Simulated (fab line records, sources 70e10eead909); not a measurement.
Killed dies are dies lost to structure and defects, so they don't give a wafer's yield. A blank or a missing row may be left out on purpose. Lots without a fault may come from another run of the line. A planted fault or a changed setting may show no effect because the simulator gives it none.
Chamber matching | flow nand_harc | NHARC_A_SLIT_ETCH_24 on rie_diel-10: 4 sister chambers
The step etches the open film in CF4/CHF3, target depth 121 nm, time 60.5 s. 16 wafers are shown with their chamber, then 8 later ones without.

WAFERS WITH THEIR CHAMBER
wafer  | chamber | drypump_motor_current_A (A) | rf_vpp_V (V) | oes_product_au (a.u.)
L074.2 | 2       | 5.8                         | 372.2        | 0.968
L074.5 | 2       | 5.8                         | 370.6        | 0.971
L074.6 | 3       | 5.5                         | 374.2        | 0.954
L078.1 | 0       | 6.4                         | 371.1        | 0.922
L078.2 | 2       | 5.8                         | 370.6        | 0.925
L078.3 | 1       | 5.8                         | 369.5        | 0.918
L078.4 | 3       | 5.5                         | 373.2        | 0.913
L078.5 | 3       | 5.5                         | 372.6        | 0.907
L078.6 | 0       | 6.4                         | 372.8        | 0.908
L079.1 | 1       | 5.8                         | 368.0        | 0.950
L079.3 | 0       | 6.4                         | 373.1        | 0.966
L079.5 | 3       | 5.5                         | 373.3        | 0.959
L080.3 | 2       | 5.8                         | 371.1        | 0.952
L080.4 | 0       | 6.4                         | 370.5        | 0.957
L080.5 | 3       | 5.5                         | 373.6        | 0.968
L087.1 | 1       | 5.9                         | 368.6        | 0.919

SIGNATURES (means of the wafers above)
reading                 | chamber 0 | chamber 1 | chamber 2 | chamber 3 | scatter within a chamber
drypump_motor_current_A | 6.400     | 5.833     | 5.800     | 5.500     | 0.0236
rf_vpp_V                | 371.875   | 368.700   | 371.125   | 373.380   | 0.869
oes_product_au          | 0.93825   | 0.92900   | 0.95400   | 0.94020   | 0.0249
Rule: a wafer's distance from a chamber is the root of the sum, over the readings, of the square of ((its reading less the chamber's mean) divided by the reading's scatter). The wafer belongs to the nearest chamber; if the next one is less than 2 further off, it can't be placed. The scatter: the root of (the sum of the squares of (reading less its chamber's mean) over the shown wafers, divided by (wafers less chambers)).

WAFERS WITHOUT THEIR CHAMBER
wafer  | drypump_motor_current_A (A) | rf_vpp_V (V) | oes_product_au (a.u.)
L087.2 | 5.8                         | 371.6        | 0.923
L087.3 | 6.3                         | 372.8        | 0.925
L094.1 | 5.7                         | 371.8        | 0.967
L094.3 | 6.3                         | 374.3        | 0.988
L094.5 | 5.9                         | 367.7        | 0.971
L094.2 | 5.9                         | 368.5        | 0.973
L094.4 | 5.5                         | 374.7        | 0.968
L094.6 | 6.3                         | 371.9        | 0.984

WHICH CHAMBER EACH WENT THROUGH
wafer  | from the rows above     | in truth
L087.2 | 2                       | 2
L087.3 | 0                       | 0
L094.1 | 2                       | 2
L094.3 | 0                       | 0
L094.5 | 1                       | 1
L094.2 | can't be placed: 1 or 2 | 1
L094.4 | 3                       | 3
L094.6 | 0                       | 0
Placed correctly: 7 of 8. Can't be placed from these rows: 1 (the true chamber is among the candidates in 1). Placed wrongly: 0.
